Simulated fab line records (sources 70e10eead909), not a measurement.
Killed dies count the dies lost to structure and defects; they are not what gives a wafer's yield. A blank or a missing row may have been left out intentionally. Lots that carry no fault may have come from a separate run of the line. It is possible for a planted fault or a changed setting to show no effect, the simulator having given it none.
Which of the tools did it? :: flow nand_harc :: 14 lots, 42 wafers sampled, at 3 steps of a route of 1159

WHAT THE GAUGES READ, wafer by wafer
NHARC_P_M0_INSPECT_11. Usual: 3.6 for raw_defect_count, sd 2.
lot: L638
measured: day 6 05:19
on: defect_inspect-01
raw_defect_count: 1 5 3
flag: 

lot: L639
measured: day 6 05:47
on: defect_inspect-01
raw_defect_count: 3 3 4
flag: 

lot: L640
measured: day 6 14:52
on: defect_inspect-01
raw_defect_count: 7 5 3
flag: 

lot: L642
measured: day 6 20:02
on: defect_inspect-01
raw_defect_count: 3 3 5
flag: 

lot: L645
measured: day 7 10:34
on: defect_inspect-02
raw_defect_count: 3 3 2
flag: 

lot: L648
measured: day 8 08:50
on: defect_inspect-02
raw_defect_count: 1 7 1
flag: 

lot: L649
measured: day 8 09:37
on: defect_inspect-01
raw_defect_count: 2 4 3
flag: 

lot: L650
measured: day 9 03:15
on: defect_inspect-01
raw_defect_count: 6 5 5
flag: 

lot: L653
measured: day 10 02:32
on: defect_inspect-02
raw_defect_count: 4 2 2
flag: 

lot: L655
measured: day 10 04:15
on: defect_inspect-01
raw_defect_count: 2 2 3
flag: 

lot: L656
measured: day 10 04:45
on: defect_inspect-01
raw_defect_count: 2 1 4
flag: 

lot: L657
measured: day 10 08:40
on: defect_inspect-01
raw_defect_count: 1 2 2
flag: 

lot: L658
measured: day 10 16:11
on: defect_inspect-02
raw_defect_count: 3 5 5
flag: 

lot: L661
measured: day 11 07:57
on: defect_inspect-02
raw_defect_count: 2 6 4
flag: 

WHAT TOOL EACH LOT RAN ON (gives the tool, then ch and the chambers of the sampled wafers, and finally the start)
lot: L638
NHARC_P_CONTACT_DEGAS_38: pvd_sputter-02, day 5 18:10
NHARC_P_M0_PEB_07: litho_track-06 ch 0, day 6 05:06

lot: L639
NHARC_P_CONTACT_DEGAS_38: pvd_sputter-03, day 5 19:13
NHARC_P_M0_PEB_07: litho_track-04 ch 0, day 6 05:35

lot: L640
NHARC_P_CONTACT_DEGAS_38: pvd_sputter-01, day 6 07:47
NHARC_P_M0_PEB_07: litho_track-06 ch 0, day 6 14:39

lot: L642
NHARC_P_CONTACT_DEGAS_38: pvd_sputter-02, day 6 14:34
NHARC_P_M0_PEB_07: litho_track-06 ch 0, day 6 19:49

lot: L645
NHARC_P_CONTACT_DEGAS_38: pvd_sputter-03, day 7 07:52
NHARC_P_M0_PEB_07: litho_track-01 ch 0, day 7 10:22

lot: L648
NHARC_P_CONTACT_DEGAS_38: pvd_sputter-01, day 8 06:19
NHARC_P_M0_PEB_07: litho_track-01 ch 0, day 8 08:38

lot: L649
NHARC_P_CONTACT_DEGAS_38: pvd_sputter-03, day 8 07:05
NHARC_P_M0_PEB_07: litho_track-06 ch 0, day 8 09:25

lot: L650
NHARC_P_CONTACT_DEGAS_38: pvd_sputter-03, day 9 00:52
NHARC_P_M0_PEB_07: litho_track-04 ch 0, day 9 03:02

lot: L653
NHARC_P_CONTACT_DEGAS_38: pvd_sputter-01, day 9 17:52
NHARC_P_M0_PEB_07: litho_track-06 ch 0, day 10 02:20

lot: L655
NHARC_P_CONTACT_DEGAS_38: pvd_sputter-01, day 9 23:50
NHARC_P_M0_PEB_07: litho_track-06 ch 0, day 10 04:03

lot: L656
NHARC_P_CONTACT_DEGAS_38: pvd_sputter-01, day 10 01:46
NHARC_P_M0_PEB_07: litho_track-01 ch 0, day 10 04:33

lot: L657
NHARC_P_CONTACT_DEGAS_38: pvd_sputter-01, day 10 06:08
NHARC_P_M0_PEB_07: litho_track-01 ch 0, day 10 08:28

lot: L658
NHARC_P_CONTACT_DEGAS_38: pvd_sputter-03, day 10 13:44
NHARC_P_M0_PEB_07: litho_track-01 ch 0, day 10 15:59

lot: L661
NHARC_P_CONTACT_DEGAS_38: pvd_sputter-02, day 11 05:26
NHARC_P_M0_PEB_07: litho_track-01 ch 0, day 11 07:45
- NHARC_P_CONTACT_DEGAS_38: time 60 s.
- NHARC_P_M0_PEB_07: peb time 65 s.

WHAT THE TOOLS THEMSELVES READ (means of the sampled wafers that have a number; where no wafer has one, the mark that the record gives instead)
NHARC_P_CONTACT_DEGAS_38. Usual: 457 W for heater_power_w, sd 35.
lot: L638
tool: pvd_sputter-02
heater_power_w (W): 434
flag: 

lot: L639
tool: pvd_sputter-03
heater_power_w (W): 466
flag: 

lot: L640
tool: pvd_sputter-01
heater_power_w (W): 489
flag: 

lot: L642
tool: pvd_sputter-02
heater_power_w (W): 448
flag: 

lot: L645
tool: pvd_sputter-03
heater_power_w (W): 453
flag: 

lot: L648
tool: pvd_sputter-01
heater_power_w (W): 477
flag: 

lot: L649
tool: pvd_sputter-03
heater_power_w (W): 432
flag: 

lot: L650
tool: pvd_sputter-03
heater_power_w (W): 461
flag: 

lot: L653
tool: pvd_sputter-01
heater_power_w (W): 476
flag: 

lot: L655
tool: pvd_sputter-01
heater_power_w (W): 476
flag: 

lot: L656
tool: pvd_sputter-01
heater_power_w (W): 473
flag: 

lot: L657
tool: pvd_sputter-01
heater_power_w (W): 458
flag: 

lot: L658
tool: pvd_sputter-03
heater_power_w (W): 453
flag: 

lot: L661
tool: pvd_sputter-02
heater_power_w (W): 436
flag: 

NHARC_P_M0_PEB_07. Usual: heater_power_total_W 156.6 W, standard deviation 0.42; plate_temp_C 99.99 C, standard deviation 0.14.
lot: L638
tool: litho_track-06
heater_power_total_W (W): 156.4
plate_temp_C (C): 100.04
flag: 

lot: L639
tool: litho_track-04
heater_power_total_W (W): 156.8
plate_temp_C (C): 99.98
flag: 

lot: L640
tool: litho_track-06
heater_power_total_W (W): 157.0
plate_temp_C (C): 100.06
flag: 

lot: L642
tool: litho_track-06
heater_power_total_W (W): 156.8
plate_temp_C (C): 99.97
flag: 

lot: L645
tool: litho_track-01
heater_power_total_W (W): 156.4
plate_temp_C (C): 100.00
flag: 

lot: L648
tool: litho_track-01
heater_power_total_W (W): 157.1
plate_temp_C (C): 100.10
flag: 

lot: L649
tool: litho_track-06
heater_power_total_W (W): 156.7
plate_temp_C (C): 99.97
flag: 

lot: L650
tool: litho_track-04
heater_power_total_W (W): 156.4
plate_temp_C (C): 99.86
flag: 

lot: L653
tool: litho_track-06
heater_power_total_W (W): 148.7
plate_temp_C (C): 95.95
flag: OFF

lot: L655
tool: litho_track-06
heater_power_total_W (W): 148.2
plate_temp_C (C): 96.33
flag: OFF

lot: L656
tool: litho_track-01
heater_power_total_W (W): 156.5
plate_temp_C (C): 100.05
flag: 

lot: L657
tool: litho_track-01
heater_power_total_W (W): 156.5
plate_temp_C (C): 100.04
flag: 

lot: L658
tool: litho_track-01
heater_power_total_W (W): 156.2
plate_temp_C (C): 99.77
flag: 

lot: L661
tool: litho_track-01
heater_power_total_W (W): 156.4
plate_temp_C (C): 99.98
flag: 

THE ANSWER, worked out from the rows above alone
Rule: lot off if the mean of its wafers having a number is beyond 3 standard deviations from the usual mean. Also off: a lot with no number at a reading for which 4 or more lots have one. Any other lot the step has rows for is counted as sound. Order of review: gauges by route order, followed by the tools' own readings, for which a lot's mean as printed above is used. At the first step where some lot is off, the reading lying furthest off is the one used; lots without a number count as furthest.
Off: L653, L655 (NHARC_P_M0_PEB_07, plate_temp_C).
If a tool, at that step or one of the process steps before it, ran each lot that is off and ran no sound lot following the first of them, it fits. One fits: NHARC_P_M0_PEB_07 on litho_track-06. A fault onset in the window from L649 (day 8 09:25, its last sound lot) to L653 (day 10 02:20, its first lot off) fits.
The tool's own readings at NHARC_P_M0_PEB_07 bear it out: on the lots that are off they differ by more than 5 times the standard deviation of the sound lots' means. heater_power_total_W reads 148.4 W there against 156.6 W on the sound lots; plate_temp_C reads 96.14 C there against 99.98 C on the sound lots.

WHAT THE SIMULATOR HAD INSERTED
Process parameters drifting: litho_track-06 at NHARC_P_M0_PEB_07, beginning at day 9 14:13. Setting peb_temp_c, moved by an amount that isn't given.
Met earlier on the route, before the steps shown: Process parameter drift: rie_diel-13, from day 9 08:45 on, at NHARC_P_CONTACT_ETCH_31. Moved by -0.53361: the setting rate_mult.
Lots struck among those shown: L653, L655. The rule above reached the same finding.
